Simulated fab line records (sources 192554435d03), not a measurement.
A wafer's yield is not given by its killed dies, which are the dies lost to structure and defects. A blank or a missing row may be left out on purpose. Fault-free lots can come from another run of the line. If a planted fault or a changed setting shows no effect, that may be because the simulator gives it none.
Split-lot trial :: flow n5Finfet :: on a route of 1938 steps: 7 lots, 21 wafers read

ABOUT THE SPLIT
At N5_BEOL_M4_DESCUM_16 (chemistry O2, time 7 s), the setting timeS was moved away from the recipe's 7 s on 10 of the 21 wafers read, by -19.7% to +16.3%. All remaining wafers had this setting at the recipe value.

THE PATH FROM SPLIT TO READING: the file shows 1 step between them
- N5_BEOL_M4_ETCH_74: etches underlayer in N2/H2, target depth 6.5 nm, time 5.2 s

THE READING
CAR-EUV_of_BEOL_M4_COAT_05.thkNm (the simulator's own value, which no gauge read), in nm, at N5_BEOL_M4_ETCH_63 (etches SiARC in CF4, target depth 15.6 nm, time 26 s). The file does not state a usual value for it. The 11 wafers here that ran the recipe average 11.1 nm, standard deviation 0.1 nm.

wafer: L075.1
tool, chamber at the split: rieDiel-03, 1
timeS as run, s: 8.144
against the recipe: +16.3%
CAR-EUV_of_BEOL_M4_COAT_05.thkNm, nm: 10.6
against lot-mates on the recipe: -0.4

wafer: L075.3
tool, chamber at the split: rieDiel-03, 0,2
timeS as run, s: 7
against the recipe: recipe
CAR-EUV_of_BEOL_M4_COAT_05.thkNm, nm: 11
against lot-mates on the recipe: -

wafer: L075.5
tool, chamber at the split: rieDiel-03, 0,2
timeS as run, s: 7
against the recipe: recipe
CAR-EUV_of_BEOL_M4_COAT_05.thkNm, nm: 11
against lot-mates on the recipe: -

wafer: L081.1
tool, chamber at the split: rieDiel-03, 0,2
timeS as run, s: 7
against the recipe: recipe
CAR-EUV_of_BEOL_M4_COAT_05.thkNm, nm: 11.2
against lot-mates on the recipe: -

wafer: L081.2
tool, chamber at the split: rieDiel-03, 0,2
timeS as run, s: 7
against the recipe: recipe
CAR-EUV_of_BEOL_M4_COAT_05.thkNm, nm: 11
against lot-mates on the recipe: -

wafer: L081.5
tool, chamber at the split: rieDiel-03, 0
timeS as run, s: 7.419
against the recipe: +6.0%
CAR-EUV_of_BEOL_M4_COAT_05.thkNm, nm: 10.8
against lot-mates on the recipe: -0.3

wafer: L085.1
tool, chamber at the split: rieDiel-02, 0,2,2
timeS as run, s: 5.621
against the recipe: -19.7%
CAR-EUV_of_BEOL_M4_COAT_05.thkNm, nm: 11.6
against lot-mates on the recipe: no lot-mate on the recipe

wafer: L085.2
tool, chamber at the split: rieDiel-02, 0,2,2
timeS as run, s: 5.621
against the recipe: -19.7%
CAR-EUV_of_BEOL_M4_COAT_05.thkNm, nm: 11.6
against lot-mates on the recipe: no lot-mate on the recipe

wafer: L085.5
tool, chamber at the split: rieDiel-02, 0,2,2
timeS as run, s: 5.621
against the recipe: -19.7%
CAR-EUV_of_BEOL_M4_COAT_05.thkNm, nm: 11.8
against lot-mates on the recipe: no lot-mate on the recipe

wafer: L086.2
tool, chamber at the split: rieDiel-04, 2,3
timeS as run, s: 7
against the recipe: recipe
CAR-EUV_of_BEOL_M4_COAT_05.thkNm, nm: 11.2
against lot-mates on the recipe: -

wafer: L086.5
tool, chamber at the split: rieDiel-04, 1
timeS as run, s: 7
against the recipe: recipe
CAR-EUV_of_BEOL_M4_COAT_05.thkNm, nm: 11.2
against lot-mates on the recipe: -

wafer: L086.3
tool, chamber at the split: rieDiel-04, 2,3
timeS as run, s: 7
against the recipe: recipe
CAR-EUV_of_BEOL_M4_COAT_05.thkNm, nm: 11
against lot-mates on the recipe: -

wafer: L090.1
tool, chamber at the split: rieDiel-03, 1
timeS as run, s: 5.947
against the recipe: -15.0%
CAR-EUV_of_BEOL_M4_COAT_05.thkNm, nm: 11.8
against lot-mates on the recipe: +0.6

wafer: L090.3
tool, chamber at the split: rieDiel-03, 0
timeS as run, s: 5.947
against the recipe: -15.0%
CAR-EUV_of_BEOL_M4_COAT_05.thkNm, nm: 11.8
against lot-mates on the recipe: +0.6

wafer: L090.5
tool, chamber at the split: rieDiel-03, 2
timeS as run, s: 7
against the recipe: recipe
CAR-EUV_of_BEOL_M4_COAT_05.thkNm, nm: 11.2
against lot-mates on the recipe: -

wafer: L093.2
tool, chamber at the split: rieDiel-04, 2
timeS as run, s: 7
against the recipe: recipe
CAR-EUV_of_BEOL_M4_COAT_05.thkNm, nm: 11.2
against lot-mates on the recipe: -

wafer: L093.4
tool, chamber at the split: rieDiel-04, 0
timeS as run, s: 7
against the recipe: recipe
CAR-EUV_of_BEOL_M4_COAT_05.thkNm, nm: 11.2
against lot-mates on the recipe: -

wafer: L093.6
tool, chamber at the split: rieDiel-04, 2
timeS as run, s: 6.212
against the recipe: -11.3%
CAR-EUV_of_BEOL_M4_COAT_05.thkNm, nm: 11.6
against lot-mates on the recipe: +0.4

wafer: L096.1
tool, chamber at the split: rieDiel-04, 1
timeS as run, s: 7
against the recipe: recipe
CAR-EUV_of_BEOL_M4_COAT_05.thkNm, nm: 11
against lot-mates on the recipe: -

wafer: L096.2
tool, chamber at the split: rieDiel-04, 2,0
timeS as run, s: 6.374
against the recipe: -8.9%
CAR-EUV_of_BEOL_M4_COAT_05.thkNm, nm: 11.2
against lot-mates on the recipe: +0.2

wafer: L096.3
tool, chamber at the split: rieDiel-04, 2,0
timeS as run, s: 6.374
against the recipe: -8.9%
CAR-EUV_of_BEOL_M4_COAT_05.thkNm, nm: 11.2
against lot-mates on the recipe: +0.2
Where a row lists several chambers, the file gives one row for several wafers and doesn't say which wafer went through which chamber.

FIT RESULTS
A straight line over all 21 wafers: CAR-EUV_of_BEOL_M4_COAT_05.thkNm changes by -0.0327 nm for each +1% of timeS; r = -0.92; the points scatter about the line by 0.13 nm.
The same after taking each lot's own level away (the mean of its wafers on the recipe; 18 wafers): -0.0329 nm for each +1%; r = -0.95; scatter 0.085 nm.
On that fit, the largest move of timeS shifts the reading by 0.65 nm.
The lots' own levels span 11.00 to 11.20 nm, that is 2.0 times the standard deviation above.
The two slopes are in agreement: the lot-to-lot level therefore moves the slope only a little.
Check: for one of the wafers moved furthest among these (+16.3%), held out of the fit, the line's prediction against its lot-mates is -0.624 nm. It came out at -0.4 nm against them.

THESE WAFERS: OTHER SPLITS
These wafers also went through other splits before the reading. Each is held against what the fit with the lots' levels taken away leaves over:
other split on the same wafers: N5_BEOL_M2_DESCUM_33 timeS
wafers away from the commonest value: 7
r with CAR-EUV_of_BEOL_M4_COAT_05.thkNm (lot level and that fit taken away): -0.10

other split on the same wafers: N5_BEOL_M3_COAT_22 spinRpm
wafers away from the commonest value: 11
r with CAR-EUV_of_BEOL_M4_COAT_05.thkNm (lot level and that fit taken away): -0.33

THE WHOLE CHAIN: every reading that the file lists as answering this split, in the file's order
step: N5_BEOL_M4_DESCUM_16
what it does: chemistry O2, time 7 s
reading: CAR-EUV_of_BEOL_M4_COAT_05.thkNm (the simulator's own value, which no gauge read)
change (the file's fit): -0.0302 nm for each +1% of the setting
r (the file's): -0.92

step: N5_BEOL_M4_ETCH_74
what it does: etches underlayer in N2/H2, target depth 6.5 nm, time 5.2 s
reading: CAR-EUV_of_BEOL_M4_COAT_05.thkNm (the simulator's own value, which no gauge read)
change (the file's fit): -0.0349 nm for each +1% of the setting
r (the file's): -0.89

step: N5_BEOL_M4_ETCH_63
what it does: etches SiARC in CF4, target depth 15.6 nm, time 26 s
reading: CAR-EUV_of_BEOL_M4_COAT_05.thkNm (the simulator's own value, which no gauge read)
change (the file's fit): -0.0321 nm for each +1% of the setting
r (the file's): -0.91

FILE'S OWN FIT
CAR-EUV_of_BEOL_M4_COAT_05.thkNm changes by -0.0321 nm for each +1% of timeS, r = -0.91.
